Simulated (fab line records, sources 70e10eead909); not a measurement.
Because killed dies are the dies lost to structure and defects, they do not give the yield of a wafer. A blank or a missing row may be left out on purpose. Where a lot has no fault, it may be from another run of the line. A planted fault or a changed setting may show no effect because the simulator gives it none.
What tool caused it? ; flow nand_harc ; 12 lots with 36 wafers sampled at 6 steps, on a route of 1159 steps

== WHAT THE GAUGES READ, wafer by wafer ==
NHARC_A_SGD_CUT_INSPECT_25.
lot;measured;on;raw_defect_count
L074;day 14 03:47;defect_inspect-01;394 361 349
L076;day 14 16:31;defect_inspect-01;281 345 303
L079;day 15 20:44;defect_inspect-01;440 346 364
L082;day 16 08:28;defect_inspect-01;269 230 314
L083;day 16 08:19;defect_inspect-02;405 380 340
L086;day 17 03:59;defect_inspect-02;211 311 290
L085;day 17 11:04;defect_inspect-02;238 204 291
L088;day 17 22:39;defect_inspect-01;286 395 338
L090;day 18 15:06;defect_inspect-01;566 249 334
L092;day 19 09:59;defect_inspect-01;288 486 328
L094;day 19 09:55;defect_inspect-02;365 318 344
L097;day 20 04:29;defect_inspect-01;306 197 188

== EACH LOT AND THE TOOL THAT RAN IT (in order: tool; ch and the chambers of the sampled wafers; start) ==
lot;NHARC_A_STAIRCASE_HM_OPEN_460;NHARC_A_STAIRCASE_HM_OPEN_463;NHARC_A_STAIRCASE_DEP_322;NHARC_A_SGD_CUT_ETCH_16;NHARC_A_SGD_CUT_ETCHBACK_24
L074;rie_diel-05 ch 1,2,3, day 13 02:00 or earlier;rie_diel-04 ch 2,3, day 13 02:00 or earlier;pecvd-04 ch 0,1,2, day 13 02:00;rie_diel-09 ch 0,1,3, day 14 03:31 or earlier;rie_diel-08 ch 2,3, day 14 03:31
L076;rie_diel-05 ch 1,3, day 13 12:47 or earlier;rie_diel-05 ch 0,1, day 13 12:47 or earlier;pecvd-02 ch 0,1,2, day 13 12:47;rie_diel-09 ch 0,1,3, day 14 16:16 or earlier;rie_diel-09 ch 0,2,3, day 14 16:16
L079;rie_diel-02 ch 0,1,3, day 14 16:31 or earlier;rie_diel-05 ch 1,2, day 14 16:31 or earlier;pecvd-04 ch 0,1, day 14 16:31;rie_diel-11 ch 0,2,3, day 15 20:32 or earlier;rie_diel-11 ch 1,2,3, day 15 20:32
L082;rie_diel-05 ch 0,1,2, day 15 04:20 or earlier;rie_diel-05 ch 0,2,3, day 15 04:20 or earlier;pecvd-04 ch 0,1, day 15 04:20;rie_diel-09 ch 0,2,3, day 16 08:08 or earlier;rie_diel-08 ch 0,1,2, day 16 08:08
L083;rie_diel-05 ch 0,1, day 15 04:49 or earlier;rie_diel-02 ch 0,1,3, day 15 04:49 or earlier;pecvd-04 ch 0,1,2, day 15 04:49;rie_diel-11 ch 0,2,3, day 16 08:02 or earlier;rie_diel-09 ch 0,2, day 16 08:02
L086;rie_diel-05 ch 0,3, day 16 00:23 or earlier;rie_diel-05 ch 2,3, day 16 00:23 or earlier;pecvd-02 ch 0,1,2, day 16 00:23;rie_diel-11 ch 1,2, day 17 03:46 or earlier;rie_diel-09 ch 0,2,3, day 17 03:46
L085;rie_diel-05 ch 0,3, day 16 05:24 or earlier;rie_diel-04 ch 0,1,3, day 16 05:24 or earlier;pecvd-01 ch 1,2, day 16 05:24;rie_diel-09 ch 0,1,2, day 17 10:50 or earlier;rie_diel-08 ch 1,2, day 17 10:50
L088;rie_diel-04 ch 1,2,3, day 16 17:43 or earlier;rie_diel-04 ch 1,3, day 16 17:43 or earlier;pecvd-02 ch 0,1,2, day 16 17:43;rie_diel-08 ch 0,1,3, day 17 22:25 or earlier;rie_diel-11 ch 0,1, day 17 22:25
L090;rie_diel-05 ch 0,1,3, day 17 12:03 or earlier;rie_diel-05 ch 2,3, day 17 12:03 or earlier;pecvd-04 ch 1,2, day 17 12:03;rie_diel-09 ch 0,1,2, day 18 14:50 or earlier;rie_diel-08 ch 0,3, day 18 14:50
L092;rie_diel-05 ch 2,3, day 17 20:32 or earlier;rie_diel-05 ch 0,1,2, day 17 20:32 or earlier;pecvd-04 ch 0,1, day 17 20:32;rie_diel-08 ch 0,1, day 19 09:45 or earlier;rie_diel-09 ch 0,2,3, day 19 09:45
L094;rie_diel-05 ch 0,1,2, day 17 20:33 or earlier;rie_diel-04 ch 2,3, day 17 20:33 or earlier;pecvd-02 ch 1,2, day 17 20:33;rie_diel-11 ch 0,1,3, day 19 09:40 or earlier;rie_diel-11 ch 1,2,3, day 19 09:40
L097;rie_diel-04 ch 0,2,3, day 18 20:17 or earlier;rie_diel-05 ch 1,2,3, day 18 20:17 or earlier;pecvd-02 ch 0,1,2, day 18 20:17;rie_diel-08 ch 0,2,3, day 20 04:15 or earlier;rie_diel-09 ch 0,2,3, day 20 04:15
- NHARC_A_STAIRCASE_HM_OPEN_460: chemistry O2/COS.
- NHARC_A_STAIRCASE_HM_OPEN_463: chemistry O2/COS.
- NHARC_A_STAIRCASE_DEP_322: deposits SiO2, target thk 3800 nm.
- NHARC_A_SGD_CUT_ETCH_16: etches the open film in C4F8/O2/Ar, target depth 310.5 nm, time 155.2 s.
- NHARC_A_SGD_CUT_ETCHBACK_24: etches the open film in CH3F/O2, target depth 50 nm, time 92.857 s.

== THE ANSWER, worked out from the rows above alone ==
Rule: the usual values come from the lots themselves. The widest of any qualifying gaps counts: lots, ordered by their means at a reading, are off when they make up no more than a third of the lots, leave a main group of 4 or more, and stand apart from it by 3 or more times the standard deviation of that group's means. The tables above print the reading to a certain number of digits; a main group whose means all agree to those digits is not used. Also off: a lot with no number at a reading for which 4 or more lots have one. All remaining lots with rows at the step are treated as sound.
No lot is off at any reading shown: from this, nothing can be told.

== WHAT THE SIMULATOR PUT IN ==
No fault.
